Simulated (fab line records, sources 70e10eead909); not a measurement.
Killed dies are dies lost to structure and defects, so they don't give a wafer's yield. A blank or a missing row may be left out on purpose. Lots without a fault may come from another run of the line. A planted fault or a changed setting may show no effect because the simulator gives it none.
Which tool did it? | flow nand_harc | 13 lots, 39 wafers sampled, at 4 steps of a route of 1159

WHAT THE GAUGES READ, wafer by wafer
NHARC_END_SORT_01. Usual: defect_limited_yield 95.3 %, standard deviation 1.5; killed_at_array 28, standard deviation 10; killed_at_other 0.6, standard deviation 1.1; killed_at_periphery 3.6, standard deviation 2.6; killed_dies 32, standard deviation 10; killed_open 3.3, standard deviation 1.8; killed_short 1.9, standard deviation 1.4; sort_bin_2_pct 1.5 %, standard deviation 0.61; sort_bin_3_pct 0.27 %, standard deviation 0.2; sort_bin_4_pct 3.0 %, standard deviation 1; sort_n_pass 645, standard deviation 10; sort_rim_yield_pct 97.3 %, standard deviation 1.9; sort_yield_pct 95.3 %, standard deviation 1.5.
lot  | measured     | on        | defect_limited_yield (%) | killed_at_array | killed_at_other | killed_at_periphery | killed_dies | killed_open | killed_short | sort_bin_2_pct (%) | sort_bin_3_pct (%) | sort_bin_4_pct (%) | sort_n_pass | sort_rim_yield_pct (%) | sort_yield_pct (%) | flag
L707 | day 18 20:38 | prober-02 | 94.7 94.7 95.4           | 31 34 27        | 1 0 0           | 4 2 4               | 36 36 31    | 5 0 4       | 0 4 2        | 0.9 1.5 1.0        | 0.15 0.15 0.44     | 4.3 3.7 3.1        | 641 641 646 | 95.3 97.2 96.2         | 94.7 94.7 95.4     |
L709 | day 19 11:27 | prober-02 | 95.4 95.1 95.4           | 28 32 30        | 0 0 0           | 3 1 1               | 31 33 31    | 3 3 1       | 2 3 3        | 1.3 1.5 0.6        | 0.30 0 1.18        | 3.0 3.4 2.8        | 646 644 646 | 98.1 98.1 99.1         | 95.4 95.1 95.4     |
L708 | day 20 00:34 | prober-01 | 97.5 98.1 96.3           | 14 8 24         | 0 0 0           | 3 5 1               | 17 13 25    | 7 3 8       | 1 1 1        | 1.0 0.7 1.3        | 0.15 0 0.30        | 1.3 1.2 2.1        | 660 664 652 | 99.1 99.1 97.2         | 97.5 98.1 96.3     |
L710 | day 19 17:22 | prober-02 | 94.5 96.5 96.2           | 30 21 22        | 0 0 1           | 7 3 3               | 37 24 26    | 5 2 4       | 2 2 2        | 2.1 0.9 1.5        | 0.15 0.15 0        | 3.2 2.5 2.4        | 640 653 651 | 98.1 98.1 96.2         | 94.5 96.5 96.2     |
L713 | day 22 01:16 | prober-02 | 94.5 93.8 94.1           | 37 41 38        | 0 0 1           | 0 1 1               | 37 42 40    | 2 3 1       | 3 1 3        | 2.1 2.4 1.9        | 0.30 0.44 0.59     | 3.1 3.4 3.4        | 640 635 637 | 97.2 97.2 97.2         | 94.5 93.8 94.1     |
L721 | day 23 07:10 | prober-02 | 93.2 92.2 92.6           | 43 51 49        | 1 1 0           | 2 1 1               | 46 53 50    | 3 2 7       | 1 1 1        | 2.1 2.4 2.2        | 0.44 0.74 0.74     | 4.3 4.7 4.4        | 631 624 627 | 99.1 95.3 97.2         | 93.2 92.2 92.6     |
L724 | day 23 16:33 | prober-01 | 0 0 0                    | 674 676 677     | 0 0 0           | 3 1 0               | 677 677 677 | 4 1 5       | 3 5 1        | 97.6 96.0 96.8     | 0.15 0.15 0.59     | 2.2 3.8 2.7        | 0 0 0       | 0 0 0                  | 0 0 0              | OFF
L723 | day 23 19:49 | prober-02 | 0 0 0                    | 674 672 671     | 0 0 0           | 3 5 6               | 677 677 677 | 5 3 3       | 1 1 4        | 97.8 97.2 96.8     | 0 0 0.30           | 2.2 2.8 3.0        | 0 0 0       | 0 0 0                  | 0 0 0              | OFF
L725 | day 24 05:13 | prober-02 | 0 0 0                    | 671 672 677     | 0 0 0           | 6 5 0               | 677 677 677 | 5 2 0       | 1 2 0        | 97.2 97.5 98.4     | 0.15 0.15 0.15     | 2.7 2.4 1.5        | 0 0 0       | 0 0 0                  | 0 0 0              | OFF
L727 | day 24 13:43 | prober-01 | 95.6 94.5 96.0           | 30 34 26        | 0 0 0           | 0 3 1               | 30 37 27    | 5 3 2       | 1 7 0        | 1.2 2.1 1.0        | 0.15 0.30 0.30     | 3.1 3.1 2.7        | 647 640 650 | 99.1 95.3 100.0        | 95.6 94.5 96.0     |
L728 | day 24 11:26 | prober-02 | 94.2 94.7 94.4           | 38 34 35        | 0 0 1           | 1 2 2               | 39 36 38    | 3 3 2       | 1 3 2        | 2.4 1.3 1.2        | 0 0.15 0.15        | 3.4 3.8 4.3        | 638 641 639 | 98.1 98.1 100.0        | 94.2 94.7 94.4     |
L729 | day 24 19:20 | prober-02 | 91.7 91.7 93.2           | 41 50 38        | 0 0 0           | 15 6 8              | 56 56 46    | 1 3 1       | 3 2 4        | 1.6 3.0 2.4        | 0.59 0.59 0.44     | 6.1 4.7 4.0        | 621 621 631 | 98.1 92.5 94.3         | 91.7 91.7 93.2     |
L730 | day 25 03:16 | prober-01 | 96.5 97.0 96.6           | 20 17 17        | 0 0 1           | 4 3 5               | 24 20 23    | 6 3 3       | 4 1 2        | 1.5 0.6 0.9        | 0 0.15 0           | 2.1 2.2 2.5        | 653 657 654 | 98.1 97.2 97.2         | 96.5 97.0 96.6     |

WHICH TOOL RAN EACH LOT (tool, then ch and the chambers of the sampled wafers, then the start)
lot  | NHARC_A_M0_STRIP_18                | NHARC_A_M0_PRE_CLEAN_29                 | NHARC_A_M0_PVD_21
L707 | rie_diel-03 ch 1,2, day 17 05:42   | pvd_sputter-03, day 17 06:28 or earlier | pvd_sputter-03, day 17 06:28
L709 | rie_diel-03 ch 0,1, day 17 21:47   | pvd_sputter-03, day 17 22:32 or earlier | pvd_sputter-03, day 17 22:32
L708 | rie_diel-12 ch 0,1, day 17 22:43   | pvd_sputter-02, day 17 23:30 or earlier | pvd_sputter-02, day 17 23:30
L710 | rie_diel-12 ch 0,2,3, day 18 01:10 | pvd_sputter-03, day 18 01:56 or earlier | pvd_sputter-03, day 18 01:56
L713 | rie_diel-03 ch 0,1,2, day 20 07:16 | pvd_sputter-01, day 20 08:02 or earlier | pvd_sputter-01, day 20 08:02
L721 | rie_diel-03 ch 1,2, day 21 16:16   | pvd_sputter-02, day 21 17:02 or earlier | pvd_sputter-02, day 21 17:02
L724 | rie_diel-12 ch 0,3, day 21 17:17   | pvd_sputter-02, day 21 18:04 or earlier | pvd_sputter-02, day 21 18:04
L723 | rie_diel-03 ch 0,3, day 22 02:00   | pvd_sputter-03, day 22 02:50 or earlier | pvd_sputter-03, day 22 02:50
L725 | rie_diel-12 ch 1,2, day 22 10:43   | pvd_sputter-02, day 22 11:29 or earlier | pvd_sputter-02, day 22 11:29
L727 | rie_diel-12 ch 2,3, day 22 19:05   | pvd_sputter-02, day 22 19:54 or earlier | pvd_sputter-02, day 22 19:54
L728 | rie_diel-10 ch 0,1, day 22 19:50   | pvd_sputter-02, day 22 20:38 or earlier | pvd_sputter-02, day 22 20:38
L729 | rie_diel-03 ch 0,1,3, day 23 00:34 | pvd_sputter-03, day 23 01:17 or earlier | pvd_sputter-03, day 23 01:17
L730 | rie_diel-03 ch 1,2, day 23 10:31   | pvd_sputter-02, day 23 11:19 or earlier | pvd_sputter-02, day 23 11:19
- NHARC_A_M0_STRIP_18: strips in N2/H2.
- NHARC_A_M0_PRE_CLEAN_29: time 30 s.
- NHARC_A_M0_PVD_21: deposits Cu, target thk 30 nm, time 20.49 s.

WHAT THE TOOLS THEMSELVES READ (means of the sampled wafers that have a number; where no wafer has one, the mark that the record gives instead)
NHARC_A_M0_STRIP_18. Usual: drypump_motor_current_A 5.6 A, standard deviation 0.44; oes_product_au 1.000 a.u., standard deviation 0.014; rf_vpp_V 90.6 V, standard deviation 0.98; showerhead_plenum_p_Torr 2.05 Torr, standard deviation 0.097; throttle_valve_pct 14.172 %, standard deviation 0.009.
lot  | tool        | drypump_motor_current_A (A) | oes_product_au (a.u.) | rf_vpp_V (V) | showerhead_plenum_p_Torr (Torr) | throttle_valve_pct (%) | flag
L707 | rie_diel-03 | 6.0                         | 0.993                 | 90.4         | 2.07                            | 14.175                 |
L709 | rie_diel-03 | 5.9                         | 1.003                 | 89.8         | 1.92                            | 14.174                 |
L708 | rie_diel-12 | 4.9                         | 1.007                 | 90.8         | 2.09                            | 14.181                 |
L710 | rie_diel-12 | 5.3                         | 0.991                 | 91.7         | 2.12                            | 14.167                 |
L713 | rie_diel-03 | 5.9                         | 1.001                 | 90.2         | 1.99                            | 14.179                 |
L721 | rie_diel-03 | 6.0                         | 1.012                 | 90.5         | 2.07                            | 14.175                 |
L724 | rie_diel-12 | 5.2                         | 1.007                 | 91.3         | 2.11                            | 14.170                 |
L723 | rie_diel-03 | 5.4                         | 1.008                 | 90.6         | 2.07                            | 14.167                 |
L725 | rie_diel-12 | 5.1                         | 0.987                 | 90.9         | 2.06                            | 14.169                 |
L727 | rie_diel-12 | 5.5                         | 0.994                 | 90.3         | 2.13                            | 14.172                 |
L728 | rie_diel-10 | 5.9                         | 1.011                 | 90.1         | 2.03                            | 14.179                 |
L729 | rie_diel-03 | 5.7                         | 1.006                 | 91.0         | 1.99                            | 14.170                 |
L730 | rie_diel-03 | 6.0                         | 1.010                 | 91.4         | 2.06                            | 14.175                 |

NHARC_A_M0_PRE_CLEAN_29. Usual: heater_power_w 420 W, standard deviation 28.
lot  | tool           | heater_power_w (W) | flag
L707 | pvd_sputter-03 | 460                |
L709 | pvd_sputter-03 | 449                |
L708 | pvd_sputter-02 | 406                |
L710 | pvd_sputter-03 | 460                |
L713 | pvd_sputter-01 | 408                |
L721 | pvd_sputter-02 | 408                |
L724 | pvd_sputter-02 | 393                |
L723 | pvd_sputter-03 | 450                |
L725 | pvd_sputter-02 | 393                |
L727 | pvd_sputter-02 | 410                |
L728 | pvd_sputter-02 | 386                |
L729 | pvd_sputter-03 | 447                |
L730 | pvd_sputter-02 | 405                |

NHARC_A_M0_PVD_21. Usual: cathode_dc_power_W 5000.0 W, standard deviation 0.94; chamber_pressure_pa 5.000 Pa, standard deviation 0.0095; throttle_valve_pct 30.3 %, standard deviation 1.1.
lot  | tool           | cathode_dc_power_W (W) | chamber_pressure_pa (Pa) | throttle_valve_pct (%) | flag
L707 | pvd_sputter-03 | 5000.3                 | 5.003                    | 30.7                   |
L709 | pvd_sputter-03 | 4999.5                 | 5.007                    | 29.2                   |
L708 | pvd_sputter-02 | 4999.7                 | 4.993                    | 30.2                   |
L710 | pvd_sputter-03 | 4999.2                 | 4.984                    | 29.6                   |
L713 | pvd_sputter-01 | 4999.0                 | 5.006                    | 29.7                   |
L721 | pvd_sputter-02 | 5000.8                 | 5.002                    | 30.5                   |
L724 | pvd_sputter-02 | -                      | -                        | -                      | OFF
L723 | pvd_sputter-03 | -                      | -                        | -                      | OFF
L725 | pvd_sputter-02 | -                      | -                        | -                      | OFF
L727 | pvd_sputter-02 | 5000.0                 | 4.997                    | 30.8                   |
L728 | pvd_sputter-02 | 4999.8                 | 4.997                    | 30.6                   |
L729 | pvd_sputter-03 | 4999.3                 | 5.002                    | 29.9                   |
L730 | pvd_sputter-02 | 4999.8                 | 4.995                    | 30.6                   |

THE ANSWER, worked out from the rows above alone
Rule: a lot is off if the mean of its wafers that have a number lies more than 3 standard deviations from the usual mean. A lot without any number at a reading at which 4 lots or more have one is off too. The other lots that the step has rows for count as sound. The gauges are gone through in route order, then the tools' own readings, and for those a lot's mean is taken as printed above. The first step at which some lot is off is used, and at that step the reading that is off furthest; a lot without a number counts as furthest.
Off: L724, L723, L725, at NHARC_END_SORT_01 (sort_bin_2_pct).
A tool fits if, at a process step before that reading, it ran every lot that is off, and no sound lot after the first of them. The gauges at NHARC_END_SORT_01 aren't tried: what is off there is off at NHARC_A_M0_PVD_21 too, on other tools, and a gauge's error can't cause that. NHARC_A_M0_PRE_CLEAN_29 gives no start for some lots, so the hours and the order of its lots are those of NHARC_A_M0_PVD_21. None of those tried fits.

WHAT THE SIMULATOR HAD PUT IN
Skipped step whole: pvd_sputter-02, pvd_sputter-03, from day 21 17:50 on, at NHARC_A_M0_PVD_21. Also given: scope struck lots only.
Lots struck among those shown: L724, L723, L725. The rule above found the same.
